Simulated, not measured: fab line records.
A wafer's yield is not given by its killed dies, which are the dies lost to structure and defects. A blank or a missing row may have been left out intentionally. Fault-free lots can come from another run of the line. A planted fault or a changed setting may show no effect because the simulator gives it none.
Matching of chambers :: flow nand_harc :: rie_diel-13 running NHARC_A_CONTACT_ETCH_88: 4 sister chambers
The step etches the open film in CF4, target depth 39 nm, time 65 s. 4 wafers are shown with their chamber, then 12 later ones without.

## WAFERS, EACH WITH ITS CHAMBER
wafer: L089.1
chamber: 2
showerhead_plenum_p_Torr (Torr): 1.68

wafer: L089.5
chamber: 3
showerhead_plenum_p_Torr (Torr): 1.83

wafer: L088.2
chamber: 1
showerhead_plenum_p_Torr (Torr): 1.79

wafer: L088.6
chamber: 0
showerhead_plenum_p_Torr (Torr): 1.76

## WAFERS WITH NO CHAMBER GIVEN
wafer: L091.3
showerhead_plenum_p_Torr (Torr): 1.82

wafer: L091.4
showerhead_plenum_p_Torr (Torr): 1.76

wafer: L091.5
showerhead_plenum_p_Torr (Torr): 1.76

wafer: L092.2
showerhead_plenum_p_Torr (Torr): 1.76

wafer: L092.3
showerhead_plenum_p_Torr (Torr): 1.68

wafer: L092.5
showerhead_plenum_p_Torr (Torr): 1.68

wafer: L093.4
showerhead_plenum_p_Torr (Torr): 1.79

wafer: L093.5
showerhead_plenum_p_Torr (Torr): 1.68

wafer: L093.6
showerhead_plenum_p_Torr (Torr): 1.82

wafer: L097.1
showerhead_plenum_p_Torr (Torr): 1.76

wafer: L097.2
showerhead_plenum_p_Torr (Torr): 1.82

wafer: L097.6
showerhead_plenum_p_Torr (Torr): 1.76

## EACH ONE'S CHAMBER
wafer: L091.3
from the rows above: 3
in truth: 3

wafer: L091.4
from the rows above: 0
in truth: 0

wafer: L091.5
from the rows above: 0
in truth: 0

wafer: L092.2
from the rows above: 0
in truth: 0

wafer: L092.3
from the rows above: 2
in truth: 2

wafer: L092.5
from the rows above: 2
in truth: 2

wafer: L093.4
from the rows above: 1
in truth: 1

wafer: L093.5
from the rows above: 2
in truth: 2

wafer: L093.6
from the rows above: 3
in truth: 3

wafer: L097.1
from the rows above: 0
in truth: 0

wafer: L097.2
from the rows above: 3
in truth: 3

wafer: L097.6
from the rows above: 0
in truth: 0
Placed correctly: 12 of 12. From these rows, 0 cannot be placed. Number placed wrongly: 0.
How it was worked out, from the rows above alone: a wafer's distance from a chamber is the root of the sum, over the readings, of the square of ((its reading less the chamber's mean) divided by the reading's scatter). The wafer belongs to the nearest chamber; if the next one is less than 2 further off, it can't be placed. For every chamber, the mean is computed from those of its wafers that are shown. The scatter: root of mean squared gap, hidden wafer to nearest shown wafer, with one shown wafer a chamber.
